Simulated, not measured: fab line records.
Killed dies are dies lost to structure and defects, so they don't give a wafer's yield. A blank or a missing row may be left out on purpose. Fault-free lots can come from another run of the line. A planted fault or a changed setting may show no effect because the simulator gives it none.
Chamber matching | flow n5 finfet | 4 sister chambers for N5_GATE_CUT_ETCH_37 on rie diel-05
The step etches SOC in N2/H2, target depth 60 nm, overetch 12 nm, time 90 s. 8 wafers are shown with their chamber, then 10 later ones without.

== WAFERS PAIRED WITH THEIR CHAMBERS ==
wafer  | chamber | drypump motor current A (A) | throttle valve pct (%)
L081.6 | 0       | 5.8                         | 17.86
L087.2 | 1       | 5.6                         | 17.99
L087.5 | 1       | 5.6                         | 18.00
L090.1 | 2       | 5.3                         | 17.71
L090.3 | 0       | 5.8                         | 17.89
L090.4 | 3       | 5.8                         | 18.11
L092.1 | 2       | 5.3                         | 17.72
L092.2 | 3       | 5.9                         | 18.10

== WAFERS WITH NO CHAMBER GIVEN ==
wafer  | drypump motor current A (A) | throttle valve pct (%)
L092.3 | 5.8                         | 17.89
L093.1 | 5.8                         | 18.10
L093.4 | 5.3                         | 17.72
L093.5 | 5.8                         | 17.89
L095.2 | 5.2                         | 17.72
L095.3 | 5.8                         | 17.89
L095.4 | 5.5                         | 18.03
L096.2 | 5.8                         | 18.11
L096.3 | 5.8                         | 17.92
L096.6 | 5.3                         | 17.73

== WHICH CHAMBER EACH WENT THROUGH ==
wafer  | from the rows above | in truth
L092.3 | 0                   | 0
L093.1 | 3                   | 3
L093.4 | 2                   | 2
L093.5 | 0                   | 0
L095.2 | 2                   | 2
L095.3 | 0                   | 0
L095.4 | 1                   | 1
L096.2 | 3                   | 3
L096.3 | 0                   | 0
L096.6 | 2                   | 2
Correct placement for 10 of the 10. From these rows, 0 cannot be placed. Number placed wrongly: 0.
How it was worked out, from the rows above alone: a wafer's distance from a chamber is the root of the sum, over the readings, of the square of ((its reading less the chamber's mean) divided by the reading's scatter). If the next closest chamber is less than 2 further off than the closest, the wafer can't be placed; otherwise it belongs to the closest. A chamber's mean is the mean of its shown wafers. The scatter is the square root of a quotient: the sum, over the shown wafers, of each reading's squared deviation from its chamber's mean, divided by wafers minus chambers.
